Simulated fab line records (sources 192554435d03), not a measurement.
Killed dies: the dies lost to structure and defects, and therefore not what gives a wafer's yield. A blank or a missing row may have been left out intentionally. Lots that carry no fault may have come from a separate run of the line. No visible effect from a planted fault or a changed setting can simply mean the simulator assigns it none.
Split-lot experiment | flow n5-finfet | on a route of 1938 steps: 7 lots, 39 wafers read

## THE SPLIT ITSELF
At N5_WELL_APT_IMPLANT_15, the setting energy-kev was moved away from the recipe's 25 on 15 of the 39 wafers read, by -15.2% to +15.1%. All remaining wafers had this setting at the recipe value.

The reading is taken at the split's own step.

## THE READING
The simulator's own value implant.drp-nm, read by no gauge, in nm at N5_WELL_APT_IMPLANT_15. The file gives no usual value for it.

wafer  | tool, chamber at the split | energy-kev as run | against the recipe | implant.drp-nm, nm | against lot-mates on the recipe
L077.1 | implanter-01, 0            | 25                | recipe             | 8.457              | -
L077.2 | implanter-01, 0            | 25                | recipe             | 8.457              | -
L077.3 | implanter-01, 0            | 25                | recipe             | 8.457              | -
L077.4 | implanter-01, 0            | 25                | recipe             | 8.457              | -
L077.5 | implanter-01, 0            | 25                | recipe             | 8.457              | -
L077.6 | implanter-01, 0            | 25                | recipe             | 8.457              | -
L079.1 | implanter-01, 0            | 28.78             | +15.1%             | 9.355              | +0.898
L079.4 | implanter-01, 0            | 28.78             | +15.1%             | 9.355              | +0.898
L079.5 | implanter-01, 0            | 28.78             | +15.1%             | 9.355              | +0.898
L079.2 | implanter-01, 0            | 25                | recipe             | 8.457              | -
L079.3 | implanter-01, 0            | 25                | recipe             | 8.457              | -
L079.6 | implanter-01, 0            | 25                | recipe             | 8.457              | -
L082.1 | implanter-01, 0            | 21.47             | -14.1%             | 7.599              | -0.858
L082.4 | implanter-01, 0            | 21.47             | -14.1%             | 7.599              | -0.858
L082.6 | implanter-01, 0            | 21.47             | -14.1%             | 7.599              | -0.858
L082.2 | implanter-01, 0            | 25                | recipe             | 8.457              | -
L082.3 | implanter-01, 0            | 25                | recipe             | 8.457              | -
L082.5 | implanter-01, 0            | 25                | recipe             | 8.457              | -
L084.1 | implanter-01, 0            | 25                | recipe             | 8.457              | -
L084.3 | implanter-01, 0            | 25                | recipe             | 8.457              | -
L084.4 | implanter-01, 0            | 25                | recipe             | 8.457              | -
L090.1 | implanter-02, 0            | 21.82             | -12.7%             | 7.685              | -0.772
L090.3 | implanter-02, 0            | 21.82             | -12.7%             | 7.685              | -0.772
L090.5 | implanter-02, 0            | 21.82             | -12.7%             | 7.685              | -0.772
L090.2 | implanter-02, 0            | 25                | recipe             | 8.457              | -
L090.4 | implanter-02, 0            | 25                | recipe             | 8.457              | -
L090.6 | implanter-02, 0            | 25                | recipe             | 8.457              | -
L094.1 | implanter-01, 0            | 25                | recipe             | 8.457              | -
L094.3 | implanter-01, 0            | 25                | recipe             | 8.457              | -
L094.5 | implanter-01, 0            | 25                | recipe             | 8.457              | -
L094.2 | implanter-01, 0            | 23.11             | -7.6%              | 8.001              | -0.456
L094.4 | implanter-01, 0            | 23.11             | -7.6%              | 8.001              | -0.456
L094.6 | implanter-01, 0            | 23.11             | -7.6%              | 8.001              | -0.456
L097.1 | implanter-01, 0            | 21.2              | -15.2%             | 7.532              | -0.925
L097.4 | implanter-01, 0            | 21.2              | -15.2%             | 7.532              | -0.925
L097.5 | implanter-01, 0            | 21.2              | -15.2%             | 7.532              | -0.925
L097.2 | implanter-01, 0            | 25                | recipe             | 8.457              | -
L097.3 | implanter-01, 0            | 25                | recipe             | 8.457              | -
L097.6 | implanter-01, 0            | 25                | recipe             | 8.457              | -

THE FIT
A straight line over all 39 wafers: implant.drp-nm changes by +0.0603 nm for each +1% of energy-kev; r = +1.00; the points scatter about the line by 0.0044 nm.
The same after taking each lot's own level away (the mean of its wafers on the recipe; 39 wafers): +0.0603 nm for each +1%; r = +1.00; scatter 0.0044 nm.
The reading moves by 0.92 nm for the largest change in energy-kev, on that fit.
The lots' own levels span 8.4570 to 8.4570 nm.
The two slopes are in agreement: the lot-to-lot level therefore moves the slope only a little.
Check: -0.918 nm against its lot-mates is what the line predicts for one of the wafers moved furthest among these (-15.2%) when that wafer is left out of the fit. Against them it came out at -0.925 nm.

## THE WHOLE CHAIN: every reading that the file lists as answering this split, in the file's order
step                   | what it does | reading                                                         | change (the file's fit)                | r (the file's)
N5_WELL_APT_IMPLANT_15 |              | implant.rp-nm (the simulator's own value, which no gauge read)  | +0.139 nm for each +1% of the setting  | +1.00
N5_WELL_APT_IMPLANT_15 |              | implant.drp-nm (the simulator's own value, which no gauge read) | +0.0604 nm for each +1% of the setting | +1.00

## THE FILE'S OWN FIT
implant.drp-nm changes by +0.0604 nm for each +1% of energy-kev, r = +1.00.
